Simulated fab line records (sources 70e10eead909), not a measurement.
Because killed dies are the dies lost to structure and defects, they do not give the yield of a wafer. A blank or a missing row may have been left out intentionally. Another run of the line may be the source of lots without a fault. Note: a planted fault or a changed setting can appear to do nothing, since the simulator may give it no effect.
What tool caused it? | flow nand_harc | 24 lots, 72 wafers sampled, at 6 steps of a route of 1302

== WHAT THE GAUGES READ, wafer by wafer ==
Not one reading of a measure or inspect step in the record can be checked against a usual standard deviation.

== TOOL THAT RAN EACH LOT (tool first, then ch and the chambers of the sampled wafers, then the start) ==
lot  | NHARC_A_CHANNEL_HOLE_D1_XSEM_31 | NHARC_A_DECK1_JOINT_CMP_13    | NHARC_A_CHANNEL_HOLE_D2_ETCH_25  | NHARC_A_CHANNEL_FILL_D2_ALD_25   | NHARC_A_CHANNEL_FILL_D2_STRIP_29              | NHARC_A_CHANNEL_FILL_D2_CMP_10
L075 | xsem-02 ch 0, day 8 23:07       | cmp-02 ch 0,2, day 11 11:13   | har_etch-02 ch 0,1, day 13 09:04 | ald_hk-04 ch 0,2, day 15 01:53   | rie_diel-10 ch 0,2, day 15 21:38 or earlier   | cmp-03 ch 1,2, day 15 21:38
L074 | xsem-01 ch 0, day 8 23:36       | cmp-01 ch 0,1, day 11 15:10   | har_etch-01 ch 0,1, day 13 10:03 | ald_hk-03 ch 1,2,3, day 15 01:20 | rie_diel-11 ch 0,3, day 15 10:54 or earlier   | cmp-04 ch 2,3, day 15 10:54
L076 | xsem-02 ch 0, day 9 18:58       | cmp-04 ch 0,1, day 12 11:23   | har_etch-01 ch 0,1, day 14 13:43 | ald_hk-03 ch 1,2,3, day 16 05:16 | rie_diel-11 ch 1,3, day 16 10:23              | cmp-04 ch 0,2,3, day 16 16:00
L077 | xsem-01 ch 0, day 9 23:06       | cmp-02 ch 0,2,3, day 12 11:25 | har_etch-01 ch 0,1, day 14 17:37 | ald_hk-01 ch 2,3, day 16 12:46   | rie_diel-11 ch 0,1,3, day 16 18:26            | cmp-03 ch 1,2,3, day 16 23:56
L078 | xsem-02 ch 0, day 10 04:06      | cmp-01 ch 1,2, day 12 18:18   | har_etch-01 ch 0, day 14 21:46   | ald_hk-04 ch 2,3, day 16 13:23   | rie_diel-10 ch 0,2,3, day 17 00:02 or earlier | cmp-04 ch 0,1, day 17 00:02
L080 | xsem-02 ch 0, day 10 22:46      | cmp-01 ch 0,1, day 13 09:05   | har_etch-01 ch 0,1, day 15 10:22 | ald_hk-04 ch 0,3, day 17 00:58   | rie_diel-11 ch 0,1, day 17 06:05              | cmp-04 ch 0,1,3, day 17 12:22
L079 | xsem-01 ch 0, day 10 23:37      | cmp-04 ch 1,2, day 13 09:04   | har_etch-02 ch 1, day 15 09:50   | ald_hk-03 ch 1,2,3, day 17 02:10 | rie_diel-10 ch 0,1,3, day 17 12:16 or earlier | cmp-03 ch 2,3, day 17 12:16
L081 | xsem-02 ch 0, day 11 17:58      | cmp-02 ch 0,1,2, day 14 04:46 | har_etch-01 ch 0,1, day 16 04:11 | ald_hk-03 ch 1,2, day 17 21:34   | rie_diel-03 ch 1,3, day 18 03:21              | cmp-03 ch 1,2,3, day 18 08:59
L082 | xsem-02 ch 0, day 12 03:29      | cmp-04 ch 0,1,3, day 14 18:27 | har_etch-02 ch 0,1, day 16 16:40 | ald_hk-01 ch 0,1,3, day 18 09:45 | rie_diel-03 ch 0,1,2, day 18 21:10 or earlier | cmp-03 ch 0,1,3, day 18 21:10
L083 | xsem-02 ch 0, day 12 15:17      | cmp-01 ch 0,2,3, day 15 11:32 | har_etch-02 ch 0,1, day 17 15:07 | ald_hk-01 ch 1,2, day 19 07:08   | rie_diel-03 ch 2,3, day 19 12:51              | cmp-04 ch 2,3, day 19 18:32
L084 | xsem-01 ch 0, day 12 22:53      | cmp-04 ch 0,1,3, day 15 14:37 | har_etch-02 ch 1, day 17 19:07   | ald_hk-03 ch 1,2,3, day 19 12:28 | rie_diel-10 ch 1,2, day 19 23:17 or earlier   | cmp-04 ch 0,1, day 19 23:17
L085 | xsem-01 ch 0, day 13 08:28      | cmp-02 ch 1,2,3, day 16 01:55 | har_etch-02 ch 0,1, day 18 07:22 | ald_hk-04 ch 1,2,3, day 19 23:43 | rie_diel-10 ch 0,1, day 20 09:50 or earlier   | cmp-01 ch 0,1, day 20 09:50
L086 | xsem-02 ch 0, day 13 15:39      | cmp-01 ch 0,1,3, day 16 01:53 | har_etch-01 ch 0,1, day 18 09:32 | ald_hk-01 ch 1,2,3, day 19 22:29 | rie_diel-11 ch 1,3, day 20 04:14              | cmp-04 ch 0,1,2, day 20 09:49
L087 | xsem-02 ch 0, day 14 16:39      | cmp-02 ch 0,2,3, day 17 11:21 | har_etch-02 ch 1, day 19 07:45   | ald_hk-03 ch 2,3, day 20 23:52   | rie_diel-11 ch 2,3, day 21 11:36 or earlier   | cmp-03 ch 0,1,3, day 21 11:36
L088 | xsem-01 ch 0, day 15 04:40      | cmp-02 ch 2,3, day 17 17:35   | har_etch-01 ch 0,1, day 19 15:35 | ald_hk-01 ch 0,1,3, day 21 06:33 | rie_diel-03 ch 0,2,3, day 21 18:02 or earlier | cmp-01 ch 0,3, day 21 18:02
L089 | xsem-02 ch 0, day 15 05:09      | cmp-01 ch 2,3, day 17 17:35   | har_etch-01 ch 0,1, day 19 20:10 | ald_hk-01 ch 2,3, day 21 14:29   | rie_diel-11 ch 2,3, day 22 01:26 or earlier   | cmp-03 ch 0,3, day 22 01:26
L090 | xsem-01 ch 0, day 15 16:49      | cmp-04 ch 1,3, day 18 06:54   | har_etch-01 ch 0,1, day 20 07:12 | ald_hk-03 ch 0,2,3, day 21 23:18 | rie_diel-10 ch 0,3, day 22 09:33 or earlier   | cmp-03 ch 1,2,3, day 22 09:33
L091 | xsem-02 ch 0, day 16 02:34      | cmp-04 ch 1,2, day 18 14:29   | har_etch-01 ch 0,1, day 20 14:10 | ald_hk-04 ch 0,2,3, day 22 10:18 | rie_diel-11 ch 0,1, day 22 20:47 or earlier   | cmp-01 ch 1,2,3, day 22 20:47
L092 | xsem-01 ch 0, day 16 03:37      | cmp-01 ch 1,2,3, day 18 14:30 | har_etch-02 ch 0,1, day 20 14:57 | ald_hk-01 ch 0,3, day 22 09:29   | rie_diel-10 ch 0,2,3, day 22 20:46 or earlier | cmp-04 ch 2,3, day 22 20:46
L093 | xsem-01 ch 0, day 16 11:01      | cmp-04 ch 1,3, day 18 21:50   | har_etch-01 ch 0,1, day 20 18:12 | ald_hk-03 ch 0,3, day 22 09:25   | rie_diel-03 ch 1,3, day 22 20:46 or earlier   | cmp-03 ch 1,2, day 22 20:46
L094 | xsem-01 ch 0, day 17 15:07      | cmp-01 ch 0,1,2, day 20 01:31 | har_etch-01 ch 0,1, day 22 00:32 | ald_hk-01 ch 2,3, day 23 19:37   | rie_diel-11 ch 0,1,3, day 24 06:54 or earlier | cmp-04 ch 0,1,3, day 24 06:54
L095 | xsem-02 ch 0, day 17 23:04      | cmp-04 ch 0,1,3, day 20 12:23 | har_etch-02 ch 0,1, day 22 12:22 | ald_hk-01 ch 0,1,2, day 24 04:04 | rie_diel-11 ch 0,2,3, day 24 14:41 or earlier | cmp-01 ch 0,1,3, day 24 14:41
L096 | xsem-01 ch 0, day 18 05:55      | cmp-02 ch 1,2, day 20 18:50   | har_etch-02 ch 0,1, day 23 03:46 | ald_hk-03 ch 1,2,3, day 24 16:10 | rie_diel-11 ch 0,3, day 25 02:47 or earlier   | cmp-03 ch 1,2, day 25 02:47
L097 | xsem-02 ch 0, day 18 14:12      | cmp-02 ch 1,2,3, day 21 00:47 | har_etch-01 ch 0,1, day 22 23:08 | ald_hk-04 ch 1,3, day 24 16:10   | rie_diel-10 ch 0,1, day 25 02:49 or earlier   | cmp-04 ch 1,2,3, day 25 02:49
- NHARC_A_CHANNEL_HOLE_D1_XSEM_31
- NHARC_A_DECK1_JOINT_CMP_13: polishes, target thk 51.023 nm.
- NHARC_A_CHANNEL_HOLE_D2_ETCH_25: etches the open film in C4F8/O2/Ar, time 1040.2 s, target depth 1500 nm.
- NHARC_A_CHANNEL_FILL_D2_ALD_25: deposits SiOx, target thk 60 nm, pulse time 10 s, ald cycles 600.
- NHARC_A_CHANNEL_FILL_D2_STRIP_29: strips in O2, time 20 s.
- NHARC_A_CHANNEL_FILL_D2_CMP_10: polishes, target thk 150 nm.

== AS READ BY THE TOOLS THEMSELVES (means over the sampled wafers that have a number; for cases with no such wafer, the mark the record gives instead) ==
NHARC_A_CHANNEL_HOLE_D1_XSEM_31. Usual: bot_cd_nm 74.4 nm, standard deviation 1.4; bow_nm 8.72 nm, standard deviation 0.28; tilt_deg 0.08 degrees, standard deviation 0.044.
lot  | tool    | bot_cd_nm (nm) | bow_nm (nm) | tilt_deg (degrees) | flag
L075 | xsem-02 | 74.1           | 8.90        | 0.11               |
L074 | xsem-01 | 73.1           | 8.86        | 0.08               |
L076 | xsem-02 | 76.1           | 8.27        | 0.17               |
L077 | xsem-01 | 76.4           | 9.13        | 0.09               |
L078 | xsem-02 | 74.4           | 8.45        | 0.16               |
L080 | xsem-02 | 74.7           | 8.18        | 0.08               |
L079 | xsem-01 | 74.6           | 8.56        | 0.04               |
L081 | xsem-02 | 75.2           | 8.49        | 0.12               |
L082 | xsem-02 | 73.8           | 9.21        | 0.03               |
L083 | xsem-02 | 74.8           | 8.54        | 0.16               |
L084 | xsem-01 | 74.6           | 8.64        | 0.02               |
L085 | xsem-01 | 73.5           | 8.19        | 0.05               |
L086 | xsem-02 | 73.0           | 8.80        | 0.02               |
L087 | xsem-02 | 75.2           | 8.70        | 0.08               |
L088 | xsem-01 | 75.5           | 8.77        | 0.15               |
L089 | xsem-02 | 72.3           | 8.79        | 0.06               |
L090 | xsem-01 | 75.5           | 8.80        | 0.04               |
L091 | xsem-02 | 76.1           | 8.92        | 0.04               |
L092 | xsem-01 | 72.9           | 8.89        | 0.09               |
L093 | xsem-01 | 73.7           | 8.59        | 0.06               |
L094 | xsem-01 | 74.4           | 9.07        | 0.05               |
L095 | xsem-02 | 73.4           | 8.73        | 0.08               |
L096 | xsem-01 | 72.9           | 8.95        | 0.11               |
L097 | xsem-02 | 72.9           | 8.71        | 0.10               |

NHARC_A_DECK1_JOINT_CMP_13. Usual: motor_current_A 11.6 A, standard deviation 0.81; retaining_ring_pressure_frac 1.000, standard deviation 0.005; time_to_endpoint_s 8.9 s, standard deviation 2.2.
lot  | tool   | motor_current_A (A) | retaining_ring_pressure_frac | time_to_endpoint_s (s) | flag
L075 | cmp-02 | 11.1                | 0.997                        | 9.9                    |
L074 | cmp-01 | 10.7                | 1.000                        | 5.8                    |
L076 | cmp-04 | 12.9                | 0.998                        | 8.6                    |
L077 | cmp-02 | 11.3                | 1.000                        | 9.2                    |
L078 | cmp-01 | 11.5                | 1.004                        | 9.3                    |
L080 | cmp-01 | 11.3                | 1.003                        | 8.0                    |
L079 | cmp-04 | 11.4                | 1.005                        | 10.4                   |
L081 | cmp-02 | 11.8                | 0.999                        | 9.5                    |
L082 | cmp-04 | 12.0                | 1.001                        | 9.0                    |
L083 | cmp-01 | 11.2                | 0.996                        | 8.1                    |
L084 | cmp-04 | 11.9                | 1.000                        | 9.1                    |
L085 | cmp-02 | 11.8                | 1.006                        | 8.5                    |
L086 | cmp-01 | 10.9                | 0.995                        | 6.9                    |
L087 | cmp-02 | 11.2                | 1.002                        | 8.8                    |
L088 | cmp-02 | 11.1                | 0.998                        | 6.8                    |
L089 | cmp-01 | 11.3                | 0.994                        | 7.7                    |
L090 | cmp-04 | 11.1                | 1.007                        | 10.3                   |
L091 | cmp-04 | 11.6                | 0.999                        | 11.2                   |
L092 | cmp-01 | 11.5                | 0.993                        | 8.1                    |
L093 | cmp-04 | 11.3                | 0.999                        | 10.7                   |
L094 | cmp-01 | 11.0                | 1.000                        | 9.7                    |
L095 | cmp-04 | 12.2                | 0.999                        | 8.8                    |
L096 | cmp-02 | 11.9                | 0.999                        | 7.1                    |
L097 | cmp-02 | 11.6                | 0.997                        | 8.5                    |

NHARC_A_CHANNEL_HOLE_D2_ETCH_25. Usual: drypump_motor_current_A 6.02 A, standard deviation 0.13; oes_air_line_au 1.001 a.u., standard deviation 0.021; showerhead_plenum_p_Torr 3.671 Torr, standard deviation 0.03; throttle_valve_pct 32.234 %, standard deviation 0.0092.
lot  | tool        | drypump_motor_current_A (A) | oes_air_line_au (a.u.) | showerhead_plenum_p_Torr (Torr) | throttle_valve_pct (%) | flag
L075 | har_etch-02 | 6.12                        | 0.990                  | 3.727                           | 32.233                 |
L074 | har_etch-01 | 6.00                        | 1.005                  | 3.693                           | 32.232                 |
L076 | har_etch-01 | 6.00                        | 0.992                  | 3.685                           | 32.229                 |
L077 | har_etch-01 | 5.94                        | 1.006                  | 3.683                           | 32.236                 |
L078 | har_etch-01 | 6.09                        | 1.001                  | 3.681                           | 32.232                 |
L080 | har_etch-01 | 6.01                        | 1.000                  | 3.675                           | 32.234                 |
L079 | har_etch-02 | 6.19                        | 1.016                  | 3.715                           | 32.231                 |
L081 | har_etch-01 | 6.00                        | 1.011                  | 3.669                           | 32.231                 |
L082 | har_etch-02 | 6.04                        | 1.011                  | 3.706                           | 32.228                 |
L083 | har_etch-02 | 6.11                        | 0.985                  | 3.704                           | 32.242                 |
L084 | har_etch-02 | 6.18                        | 1.033                  | 3.702                           | 32.230                 |
L085 | har_etch-02 | 6.12                        | 1.008                  | 3.696                           | 32.236                 |
L086 | har_etch-01 | 5.92                        | 0.995                  | 3.650                           | 32.236                 |
L087 | har_etch-02 | 6.19                        | 1.001                  | 3.689                           | 32.238                 |
L088 | har_etch-01 | 5.93                        | 0.984                  | 3.644                           | 32.231                 |
L089 | har_etch-01 | 5.93                        | 0.975                  | 3.642                           | 32.237                 |
L090 | har_etch-01 | 6.00                        | 0.998                  | 3.637                           | 32.233                 |
L091 | har_etch-01 | 5.93                        | 0.986                  | 3.635                           | 32.238                 |
L092 | har_etch-02 | 6.12                        | 0.993                  | 3.679                           | 32.236                 |
L093 | har_etch-01 | 5.91                        | 0.989                  | 3.633                           | 32.242                 |
L094 | har_etch-01 | 5.95                        | 0.998                  | 3.623                           | 32.230                 |
L095 | har_etch-02 | 6.13                        | 1.011                  | 3.664                           | 32.244                 |
L096 | har_etch-02 | 6.12                        | 0.983                  | 3.661                           | 32.230                 |
L097 | har_etch-01 | 5.93                        | 0.997                  | 3.619                           | 32.235                 |

NHARC_A_CHANNEL_FILL_D2_ALD_25. Usual: heater_power_w 453 W, standard deviation 42; precursor_pulse_height_rel 1.005, standard deviation 0.021.
lot  | tool      | heater_power_w (W) | precursor_pulse_height_rel | flag
L075 | ald_hk-04 | 453                | 0.987                      |
L074 | ald_hk-03 | 444                | 1.017                      |
L076 | ald_hk-03 | 449                | 1.027                      |
L077 | ald_hk-01 | 410                | 1.008                      |
L078 | ald_hk-04 | 457                | 0.995                      |
L080 | ald_hk-04 | 478                | 1.015                      |
L079 | ald_hk-03 | 443                | 1.004                      |
L081 | ald_hk-03 | 498                | 1.010                      |
L082 | ald_hk-01 | 444                | 0.999                      |
L083 | ald_hk-01 | 483                | 1.005                      |
L084 | ald_hk-03 | 458                | 0.993                      |
L085 | ald_hk-04 | 459                | 1.008                      |
L086 | ald_hk-01 | 450                | 1.012                      |
L087 | ald_hk-03 | 410                | 0.998                      |
L088 | ald_hk-01 | 455                | 1.013                      |
L089 | ald_hk-01 | 414                | 1.014                      |
L090 | ald_hk-03 | 444                | 0.996                      |
L091 | ald_hk-04 | 463                | 1.005                      |
L092 | ald_hk-01 | 409                | 1.011                      |
L093 | ald_hk-03 | 448                | 0.988                      |
L094 | ald_hk-01 | 428                | 1.015                      |
L095 | ald_hk-01 | 468                | 1.025                      |
L096 | ald_hk-03 | 464                | 0.992                      |
L097 | ald_hk-04 | 470                | 1.026                      |

NHARC_A_CHANNEL_FILL_D2_STRIP_29. Usual: drypump_motor_current_A 5.8 A, standard deviation 0.41; oes_product_au 1.002 a.u., standard deviation 0.01; rf_vpp_V 58.0 V, standard deviation 0.84; showerhead_plenum_p_Torr 3.60 Torr, standard deviation 0.14; throttle_valve_pct 17.036 %, standard deviation 0.0087.
lot  | tool        | drypump_motor_current_A (A) | oes_product_au (a.u.) | rf_vpp_V (V) | showerhead_plenum_p_Torr (Torr) | throttle_valve_pct (%) | flag
L075 | rie_diel-10 | 5.8                         | 1.007                 | 57.7         | 3.46                            | 17.030                 |
L074 | rie_diel-11 | 6.1                         | 0.999                 | 57.6         | 3.76                            | 17.030                 |
L076 | rie_diel-11 | 6.0                         | 0.999                 | 58.0         | 3.62                            | 17.035                 |
L077 | rie_diel-11 | 6.1                         | 1.002                 | 58.2         | 3.69                            | 17.026                 |
L078 | rie_diel-10 | 5.5                         | 1.001                 | 58.1         | 3.53                            | 17.035                 |
L080 | rie_diel-11 | 6.3                         | 0.999                 | 59.1         | 3.69                            | 17.035                 |
L079 | rie_diel-10 | 5.8                         | 0.996                 | 57.6         | 3.56                            | 17.039                 |
L081 | rie_diel-03 | 5.8                         | 0.985                 | 57.6         | 3.48                            | 17.043                 |
L082 | rie_diel-03 | 5.9                         | 1.000                 | 57.7         | 3.48                            | 17.036                 |
L083 | rie_diel-03 | 5.9                         | 0.995                 | 56.9         | 3.48                            | 17.030                 |
L084 | rie_diel-10 | 5.6                         | 1.013                 | 58.2         | 3.64                            | 17.037                 |
L085 | rie_diel-10 | 6.1                         | 0.995                 | 58.2         | 3.49                            | 17.040                 |
L086 | rie_diel-11 | 5.8                         | 1.003                 | 57.8         | 3.68                            | 17.036                 |
L087 | rie_diel-11 | 5.7                         | 1.001                 | 58.4         | 3.74                            | 17.035                 |
L088 | rie_diel-03 | 5.9                         | 1.009                 | 57.9         | 3.37                            | 17.049                 |
L089 | rie_diel-11 | 5.7                         | 1.010                 | 58.9         | 3.74                            | 17.040                 |
L090 | rie_diel-10 | 5.5                         | 1.000                 | 57.9         | 3.55                            | 17.037                 |
L091 | rie_diel-11 | 6.3                         | 1.013                 | 57.9         | 3.62                            | 17.037                 |
L092 | rie_diel-10 | 5.5                         | 0.992                 | 57.9         | 3.53                            | 17.044                 |
L093 | rie_diel-03 | 5.8                         | 0.991                 | 57.1         | 3.47                            | 17.046                 |
L094 | rie_diel-11 | 6.1                         | 1.015                 | 58.3         | 3.68                            | 17.034                 |
L095 | rie_diel-11 | 5.9                         | 1.011                 | 58.5         | 3.75                            | 17.040                 |
L096 | rie_diel-11 | 5.9                         | 1.013                 | 58.3         | 3.75                            | 17.029                 |
L097 | rie_diel-10 | 6.1                         | 1.003                 | 57.3         | 3.49                            | 17.034                 |

NHARC_A_CHANNEL_FILL_D2_CMP_10. Usual: motor_current_A 11.5 A, standard deviation 1; retaining_ring_pressure_frac 0.999, standard deviation 0.0049; time_to_endpoint_s 14.2 s, standard deviation 2.5.
lot  | tool   | motor_current_A (A) | retaining_ring_pressure_frac | time_to_endpoint_s (s) | flag
L075 | cmp-03 | 12.1                | 0.999                        | 14.2                   |
L074 | cmp-04 | 12.1                | 1.002                        | 18.7                   |
L076 | cmp-04 | 12.3                | 0.994                        | 15.7                   |
L077 | cmp-03 | 11.3                | 1.003                        | 12.3                   |
L078 | cmp-04 | 12.0                | 0.997                        | 13.9                   |
L080 | cmp-04 | 12.2                | 0.999                        | 17.0                   |
L079 | cmp-03 | 11.6                | 0.997                        | 16.0                   |
L081 | cmp-03 | 11.3                | 0.997                        | 10.7                   |
L082 | cmp-03 | 10.7                | 1.001                        | 10.5                   |
L083 | cmp-04 | 11.9                | 0.997                        | 14.9                   |
L084 | cmp-04 | 12.8                | 0.999                        | 14.2                   |
L085 | cmp-01 | 10.9                | 1.000                        | 10.8                   |
L086 | cmp-04 | 11.8                | 1.000                        | 15.9                   |
L087 | cmp-03 | 10.9                | 0.991                        | 15.8                   |
L088 | cmp-01 | 11.6                | 0.995                        | 14.2                   |
L089 | cmp-03 | 10.0                | 0.994                        | 15.6                   |
L090 | cmp-03 | 11.6                | 1.002                        | 13.7                   |
L091 | cmp-01 | 11.7                | 0.999                        | 14.7                   |
L092 | cmp-04 | 12.1                | 1.002                        | 15.1                   |
L093 | cmp-03 | 12.2                | 1.001                        | 14.9                   |
L094 | cmp-04 | 12.1                | 1.004                        | 11.4                   |
L095 | cmp-01 | 11.5                | 1.003                        | 14.2                   |
L096 | cmp-03 | 11.8                | 1.000                        | 10.1                   |
L097 | cmp-04 | 12.0                | 0.999                        | 15.8                   |

== THE ANSWER, worked out from the rows above alone ==
Rule: take the mean of a lot's wafers that have a number; if it is more than 3 standard deviations from the usual mean, the lot is off. Also off: a lot with no number at a reading for which 4 or more lots have one. Where the step has rows for the other lots, those lots are counted as sound. The gauges are gone through in route order, then the tools' own readings, and for those a lot's mean is taken as printed above. At the first step where some lot is off, the reading lying furthest off is the one used; lots without a number count as furthest.
Across all readings shown, no lot is off: no conclusion can be drawn from this.

== WHAT THE SIMULATOR HAD PUT IN ==
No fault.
